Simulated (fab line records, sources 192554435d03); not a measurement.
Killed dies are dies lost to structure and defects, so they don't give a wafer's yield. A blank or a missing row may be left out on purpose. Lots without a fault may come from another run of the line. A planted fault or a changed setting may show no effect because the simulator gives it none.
Chamber matching | flow n5_finfet | N5_BEOL_M10_DEP_56 on pecvd-03: 3 sister chambers
The step deposits SiCN from 3MS/NH3, target thk 15 nm, time 26.5 s. 14 wafers are shown with their chamber, then 7 later ones without.

WAFERS WITH THEIR CHAMBER
wafer  | chamber | showerhead_vpp_V (V) | throttle_valve_pct (%) | showerhead_plenum_p_Torr (Torr)
L075.3 | 2       | 852                  | 8.3                    | 3.655
L075.4 | 2       | 859                  | 8.6                    | 3.660
L075.6 | 1       | 862                  | 10.0                   | 3.670
L076.3 | 1       | 861                  | 9.8                    | 3.655
L076.4 | 2       | 862                  | 8.3                    | 3.656
L076.6 | 1       | 853                  | 9.3                    | 3.649
L078.1 | 0       | 926                  | 8.8                    | 3.672
L078.3 | 1       | 870                  | 9.6                    | 3.647
L078.5 | 2       | 872                  | 8.3                    | 3.670
L080.1 | 0       | 938                  | 9.4                    | 3.668
L080.2 | 1       | 855                  | 9.8                    | 3.661
L080.4 | 1       | 837                  | 9.5                    | 3.665
L086.2 | 2       | 863                  | 8.5                    | 3.659
L086.3 | 1       | 867                  | 9.4                    | 3.662

SIGNATURES (means of the wafers above)
reading                  | chamber 0 | chamber 1 | chamber 2 | scatter within a chamber
showerhead_vpp_V         | 932.00    | 857.86    | 861.60    | 9.56
throttle_valve_pct       | 9.100     | 9.629     | 8.400     | 0.24
showerhead_plenum_p_Torr | 3.67000   | 3.65843   | 3.66000   | 0.00725
Rule: a wafer's distance from a chamber is the root of the sum, over the readings, of the square of ((its reading less the chamber's mean) divided by the reading's scatter). The wafer belongs to the nearest chamber; if the next one is less than 2 further off, it can't be placed. The scatter: the root of (the sum of the squares of (reading less its chamber's mean) over the shown wafers, divided by (wafers less chambers)).

WAFERS WITHOUT THEIR CHAMBER
wafer  | showerhead_vpp_V (V) | throttle_valve_pct (%) | showerhead_plenum_p_Torr (Torr)
L086.5 | 870                  | 8.6                    | 3.664
L090.3 | 866                  | 9.5                    | 3.662
L090.4 | 860                  | 8.8                    | 3.670
L090.5 | 858                  | 9.8                    | 3.665
L093.1 | 937                  | 9.2                    | 3.674
L093.2 | 850                  | 9.6                    | 3.665
L093.3 | 860                  | 8.4                    | 3.661

WHICH CHAMBER EACH WENT THROUGH
wafer  | from the rows above     | in truth
L086.5 | 2                       | 2
L090.3 | 1                       | 1
L090.4 | can't be placed: 2 or 1 | 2
L090.5 | 1                       | 1
L093.1 | 0                       | 0
L093.2 | 1                       | 1
L093.3 | 2                       | 2
Placed correctly: 6 of 7. Can't be placed from these rows: 1 (the true chamber is among the candidates in 1). Placed wrongly: 0.
